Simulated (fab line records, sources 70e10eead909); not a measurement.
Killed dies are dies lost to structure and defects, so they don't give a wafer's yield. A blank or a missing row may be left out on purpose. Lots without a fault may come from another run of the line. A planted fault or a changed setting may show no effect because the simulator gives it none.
Which tool did it? | flow nand_harc | 24 lots, 72 wafers sampled, at 2 steps of a route of 1159

WHAT THE GAUGES READ, wafer by wafer
NHARC_A_M0_OVL_MEAS_10: pitch 160 nm. Usual: overlay_x_nm -0.1 nm, standard deviation 0.88; overlay_y_nm -0.3 nm, standard deviation 0.88.
lot  | measured     | on         | overlay_x_nm (nm) | overlay_y_nm (nm) | flag
L074 | day 17 14:01 | overlay-01 | 0.7 0.5 0.2       | -0.6 -0.5 -0.9    |
L076 | day 17 16:13 | overlay-02 | 0.3 0.0 0.6       | -1.7 -1.1 -1.7    |
L075 | day 17 16:55 | overlay-01 | -1.0 -1.2 -1.1    | -0.3 -0.1 -0.6    |
L077 | day 17 19:30 | overlay-01 | -1.0 -1.0 -0.8    | 0.9 0.6 1.2       |
L079 | day 18 01:34 | overlay-02 | -0.3 -0.3 -0.1    | 0.5 1.2 0.6       |
L078 | day 18 13:04 | overlay-02 | -0.2 0.1 0.7      | -0.5 -1.0 -0.7    |
L080 | day 18 17:26 | overlay-01 | -0.3 -0.2 -0.2    | -1.0 -0.2 -1.0    |
L081 | day 19 04:05 | overlay-02 | 0.0 0.0 -0.2      | 1.5 1.6 1.4       |
L082 | day 19 17:16 | overlay-02 | 0.3 0.0 0.5       | 1.8 1.3 1.4       |
L084 | day 19 23:47 | overlay-01 | -2.0 -1.7 -2.2    | -1.2 -0.8 -1.2    |
L083 | day 19 23:56 | overlay-01 | 0.3 0.2 0.2       | -0.1 0.0 -0.3     |
L088 | day 20 04:24 | overlay-01 | -0.2 0.1 -0.7     | -0.9 -1.0 0.0     |
L087 | day 20 05:06 | overlay-01 | -0.9 -0.1 -0.1    | 0.3 -0.2 0.3      |
L086 | day 20 07:34 | overlay-02 | 0.8 1.2 1.3       | -0.3 -0.5 -0.2    |
L089 | day 20 18:01 | overlay-01 | -1.0 -1.5 -1.5    | -0.5 -0.5 -0.5    |
L085 | day 20 18:27 | overlay-02 | 1.8 1.3 2.2       | -1.2 -0.9 -1.6    |
L091 | day 21 12:35 | overlay-02 | 0.6 -0.2 0.3      | -0.5 -0.2 -0.9    |
L090 | day 21 16:56 | overlay-02 | 0.3 -0.1 0.5      | -0.8 -0.7 -0.6    |
L093 | day 22 03:22 | overlay-01 | 0.9 0.7 1.0       | -1.1 -1.5 -1.2    |
L092 | day 22 03:54 | overlay-02 | 0.2 0.1 -0.1      | -0.2 0.1 0.0      |
L094 | day 22 10:14 | overlay-02 | -0.6 -0.8 -1.5    | -0.3 -0.7 -0.1    |
L097 | day 23 02:22 | overlay-01 | -0.7 -1.1 -0.6    | 0.5 0.2 0.6       |
L095 | day 23 20:05 | overlay-01 | -1.1 -1.5 -0.9    | -0.8 0.2 -0.7     |
L096 | day 24 03:37 | overlay-02 | 0.9 0.6 1.1       | -1.4 -1.5 -1.8    |

WHICH TOOL RAN EACH LOT (tool, then ch and the chambers of the sampled wafers, then the start)
lot  | NHARC_A_BLC_STRIP_29
L074 | rie_diel-12 ch 1,3, day 17 09:17
L076 | rie_diel-12 ch 0,1,3, day 17 13:14
L075 | rie_diel-12 ch 0,1,3, day 17 13:56
L077 | rie_diel-12 ch 0,1, day 17 16:33
L079 | rie_diel-03 ch 0,3, day 17 22:41
L078 | rie_diel-03 ch 0,1,2, day 18 04:51
L080 | rie_diel-12 ch 0,2,3, day 18 14:20
L081 | rie_diel-03 ch 2,3, day 19 00:05
L082 | rie_diel-03 ch 0,2, day 19 14:22
L084 | rie_diel-03 ch 0,2,3, day 19 17:38
L083 | rie_diel-12 ch 0,2, day 19 17:56
L088 | rie_diel-05 ch 0,3, day 20 01:27
L087 | rie_diel-12 ch 1,2,3, day 20 02:13
L086 | rie_diel-12 ch 1,2, day 20 04:38
L089 | rie_diel-03 ch 1,2, day 20 15:07
L085 | rie_diel-03 ch 1,2,3, day 20 15:28
L091 | rie_diel-03 ch 0,1, day 20 23:02
L090 | rie_diel-12 ch 0,1,2, day 21 14:02
L093 | rie_diel-12 ch 1,2, day 21 21:52
L092 | rie_diel-03 ch 0,1, day 21 22:39
L094 | rie_diel-03 ch 0,1,3, day 22 06:29
L097 | rie_diel-12 ch 1,3, day 22 21:10
L095 | rie_diel-12 ch 1,2,3, day 23 15:59
L096 | rie_diel-12 ch 0,1,2, day 23 20:49
- NHARC_A_BLC_STRIP_29: strips in CF4.

WHAT THE TOOLS THEMSELVES READ (means of the sampled wafers that have a number; where no wafer has one, the mark that the record gives instead)
NHARC_A_BLC_STRIP_29. Usual: drypump_motor_current_A 5.6 A, standard deviation 0.42; mfc_ar_sccm 0.013 sccm, standard deviation 0.011; oes_product_au 0.997 a.u., standard deviation 0.009; rf_vpp_V 59.2 V, standard deviation 0.89; showerhead_plenum_p_Torr 1.74 Torr, standard deviation 0.074; throttle_valve_pct 13.284 %, standard deviation 0.0085.
lot  | tool        | drypump_motor_current_A (A) | mfc_ar_sccm (sccm) | oes_product_au (a.u.) | rf_vpp_V (V) | showerhead_plenum_p_Torr (Torr) | throttle_valve_pct (%) | flag
L074 | rie_diel-12 | 5.1                         | 0.012              | 1.006                 | 59.4         | 1.71                            | 13.284                 |
L076 | rie_diel-12 | 5.3                         | 0.015              | 0.999                 | 59.1         | 1.69                            | 13.285                 |
L075 | rie_diel-12 | 5.3                         | 0.015              | 0.996                 | 59.3         | 1.69                            | 13.280                 |
L077 | rie_diel-12 | 5.4                         | 0.021              | 1.001                 | 59.5         | 1.69                            | 13.299                 |
L079 | rie_diel-03 | 5.6                         | 0.007              | 0.997                 | 59.4         | 1.78                            | 13.287                 |
L078 | rie_diel-03 | 5.7                         | 0.013              | 0.989                 | 58.8         | 1.72                            | 13.283                 |
L080 | rie_diel-12 | 5.6                         | 0.016              | 0.997                 | 59.1         | 1.74                            | 13.281                 |
L081 | rie_diel-03 | 6.1                         | 0.000              | 0.995                 | 59.5         | 1.81                            | 13.280                 |
L082 | rie_diel-03 | 5.8                         | 0.013              | 0.996                 | 58.5         | 1.70                            | 13.285                 |
L084 | rie_diel-03 | 5.8                         | 0.007              | 1.002                 | 60.0         | 1.76                            | 13.285                 |
L083 | rie_diel-12 | 6.0                         | 0.023              | 0.998                 | 59.1         | 1.79                            | 13.281                 |
L088 | rie_diel-05 | 5.7                         | 0.013              | 0.997                 | 59.1         | 1.73                            | 13.283                 |
L087 | rie_diel-12 | 5.4                         | 0.013              | 0.997                 | 59.9         | 1.76                            | 13.280                 |
L086 | rie_diel-12 | 5.8                         | 0.019              | 0.992                 | 59.1         | 1.81                            | 13.286                 |
L089 | rie_diel-03 | 5.7                         | 0.012              | 0.998                 | 58.7         | 1.73                            | 13.282                 |
L085 | rie_diel-03 | 5.8                         | 0.006              | 0.999                 | 60.5         | 1.78                            | 13.274                 |
L091 | rie_diel-03 | 5.4                         | 0.019              | 1.002                 | 59.0         | 1.68                            | 13.290                 |
L090 | rie_diel-12 | 5.7                         | 0.022              | 1.003                 | 58.9         | 1.74                            | 13.288                 |
L093 | rie_diel-12 | 5.8                         | 0.019              | 0.999                 | 59.1         | 1.80                            | 13.280                 |
L092 | rie_diel-03 | 5.5                         | 0.019              | 0.989                 | 58.6         | 1.67                            | 13.279                 |
L094 | rie_diel-03 | 5.5                         | 0.013              | 0.991                 | 59.6         | 1.73                            | 13.284                 |
L097 | rie_diel-12 | 5.1                         | 0.012              | 0.993                 | 59.2         | 1.70                            | 13.285                 |
L095 | rie_diel-12 | 5.4                         | 0.013              | 0.997                 | 59.3         | 1.75                            | 13.292                 |
L096 | rie_diel-12 | 5.7                         | 0.022              | 0.989                 | 59.5         | 1.74                            | 13.286                 |

THE ANSWER, worked out from the rows above alone
Rule: a lot is off if the mean of its wafers that have a number lies more than 3 standard deviations from the usual mean. A lot without any number at a reading at which 4 lots or more have one is off too. The other lots that the step has rows for count as sound. The gauges are gone through in route order, then the tools' own readings, and for those a lot's mean is taken as printed above. The first step at which some lot is off is used, and at that step the reading that is off furthest; a lot without a number counts as furthest.
No lot is off at any reading shown: from this, nothing can be told.

WHAT THE SIMULATOR HAD PUT IN
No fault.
